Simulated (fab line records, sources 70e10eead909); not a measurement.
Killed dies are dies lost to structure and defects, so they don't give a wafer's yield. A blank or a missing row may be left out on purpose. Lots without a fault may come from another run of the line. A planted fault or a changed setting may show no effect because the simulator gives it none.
Chamber matching | flow nand_harc | NHARC_P_GATE_ALD_36 on ald_sin-01: 4 sister chambers
The step deposits SiNx, target thk 20 nm, pulse time 60 s, ald cycles 223. 20 wafers are shown with their chamber, then 10 later ones without.

WAFERS WITH THEIR CHAMBER
wafer  | chamber | heater_power_w (W) | precursor_pulse_height_rel
L075.2 | 1       | 805                | 0.971
L075.4 | 2       | 973                | 1.016
L075.1 | 3       | 985                | 1.021
L079.4 | 2       | 1001               | 1.002
L079.1 | 3       | 968                | 1.010
L079.6 | 2       | 1001               | 1.004
L082.3 | 0       | 690                | 0.975
L082.2 | 3       | 991                | 1.004
L082.5 | 0       | 679                | 0.971
L083.3 | 0       | 687                | 0.953
L083.2 | 3       | 994                | 0.995
L083.5 | 1       | 813                | 1.012
L085.2 | 1       | 762                | 1.002
L085.3 | 2       | 962                | 0.977
L085.6 | 1       | 815                | 0.976
L089.3 | 2       | 972                | 0.994
L089.1 | 1       | 797                | 1.018
L089.6 | 2       | 959                | 1.019
L091.3 | 2       | 970                | 0.975
L091.1 | 3       | 966                | 0.971

SIGNATURES (means of the wafers above)
reading                    | chamber 0 | chamber 1 | chamber 2 | chamber 3 | scatter within a chamber
heater_power_w             | 685.33    | 798.40    | 976.86    | 980.80    | 16.6
precursor_pulse_height_rel | 0.96633   | 0.99580   | 0.99814   | 1.00020   | 0.0182
Rule: a wafer's distance from a chamber is the root of the sum, over the readings, of the square of ((its reading less the chamber's mean) divided by the reading's scatter). The wafer belongs to the nearest chamber; if the next one is less than 2 further off, it can't be placed. The scatter: the root of (the sum of the squares of (reading less its chamber's mean) over the shown wafers, divided by (wafers less chambers)).

WAFERS WITHOUT THEIR CHAMBER
wafer  | heater_power_w (W) | precursor_pulse_height_rel
L091.4 | 719                | 1.018
L095.2 | 737                | 0.986
L095.4 | 808                | 1.003
L095.1 | 953                | 1.030
L097.2 | 971                | 0.997
L097.3 | 976                | 0.953
L097.4 | 733                | 1.011
L097.1 | 805                | 1.002
L097.5 | 975                | 0.972
L097.6 | 965                | 1.011

WHICH CHAMBER EACH WENT THROUGH
wafer  | from the rows above     | in truth
L091.4 | can't be placed: 0 or 1 | 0
L095.2 | can't be placed: 0 or 1 | 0
L095.4 | 1                       | 1
L095.1 | can't be placed: 2 or 3 | 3
L097.2 | can't be placed: 2 or 3 | 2
L097.3 | can't be placed: 2 or 3 | 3
L097.4 | can't be placed: 0 or 1 | 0
L097.1 | 1                       | 1
L097.5 | can't be placed: 2 or 3 | 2
L097.6 | can't be placed: 2 or 3 | 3
Placed correctly: 2 of 10. Can't be placed from these rows: 8 (the true chamber is among the candidates in 8). Placed wrongly: 0.
